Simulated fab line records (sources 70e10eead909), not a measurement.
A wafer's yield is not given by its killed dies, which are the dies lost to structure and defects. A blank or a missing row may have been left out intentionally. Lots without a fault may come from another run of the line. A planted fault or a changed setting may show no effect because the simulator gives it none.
The tool behind it: which one? + flow nand harc + Sampling: 6 lots, 18 wafers, 3 of 1302 route steps

== WHAT THE GAUGES SHOWED, per wafer ==
NHARC_P_GATE_CD_MEAS_46: the cd target is 720 nm.
| lot  | measured     | on        | cd nm (nm)        |
|------|--------------|-----------|-------------------|
| L436 | day 5 20:31  | cd sem-01 | 717.5 720.3 717.2 |
| L442 | day 8 16:02  | cd sem-01 | 722.1 722.0 722.0 |
| L445 | day 9 19:23  | cd sem-01 | 720.7 722.0 722.4 |
| L448 | day 10 21:53 | cd sem-01 | 692.9 696.0 696.9 |
| L455 | day 14 02:13 | cd sem-03 | 720.3 720.2 722.2 |
| L458 | day 15 04:26 | cd sem-02 | 721.6 723.0 721.6 |

== WHICH TOOL RAN EACH LOT (tool, then ch and the chambers of the sampled wafers, then the start) ==
| lot  | NHARC_P_STI_DESCUM_14              | NHARC_P_GATE_EXPOSE_43            |
|------|------------------------------------|-----------------------------------|
| L436 | rie diel-08 ch 1,3, day 3 07:15    | krf scanner-04 ch 0, day 5 20:22  |
| L442 | rie diel-09 ch 1,2, day 5 17:37    | krf scanner-03 ch 0, day 8 15:53  |
| L445 | rie diel-08 ch 0,2,3, day 7 02:30  | krf scanner-04 ch 0, day 9 19:13  |
| L448 | rie diel-08 ch 0,2,3, day 8 05:34  | krf scanner-04 ch 0, day 10 21:44 |
| L455 | rie diel-09 ch 0,1,2, day 11 03:34 | krf scanner-03 ch 0, day 14 02:04 |
| L458 | rie diel-08 ch 0,1,3, day 12 10:26 | krf scanner-03 ch 0, day 15 04:16 |
- NHARC_P_STI_DESCUM_14: chemistry O2, time 3 s.
- NHARC_P_GATE_EXPOSE_43: exposes mask P NSD, target cd 720 nm.

== THE ANSWER, worked out from the rows above alone ==
Rule: what is usual is taken from the lots themselves. The widest of any qualifying gaps counts: lots, ordered by their means at a reading, are off when they make up no more than a third of the lots, leave a main group of 4 or more, and stand apart from it by 3 or more times the standard deviation of that group's means. The tables above print the reading to a certain number of digits; a main group whose means all agree to those digits is not used. Also off: a lot with no number at a reading for which 4 or more lots have one. The other lots that the step has rows for count as sound.
Off: L448 (NHARC_P_GATE_CD_MEAS_46, cd nm). Mean 721.0 nm and standard deviation 1.4 in the main group.
A tool fits if, at a process step before that reading, it ran every lot that is off, and no sound lot after the first of them. Gauges at NHARC_P_GATE_CD_MEAS_46: tried the same way as those tools. Can't be told from this: 2 tools fit, krf scanner-04 at NHARC_P_GATE_EXPOSE_43, cd sem-01 at NHARC_P_GATE_CD_MEAS_46.

== WHAT THE SIMULATOR HAD INSERTED ==
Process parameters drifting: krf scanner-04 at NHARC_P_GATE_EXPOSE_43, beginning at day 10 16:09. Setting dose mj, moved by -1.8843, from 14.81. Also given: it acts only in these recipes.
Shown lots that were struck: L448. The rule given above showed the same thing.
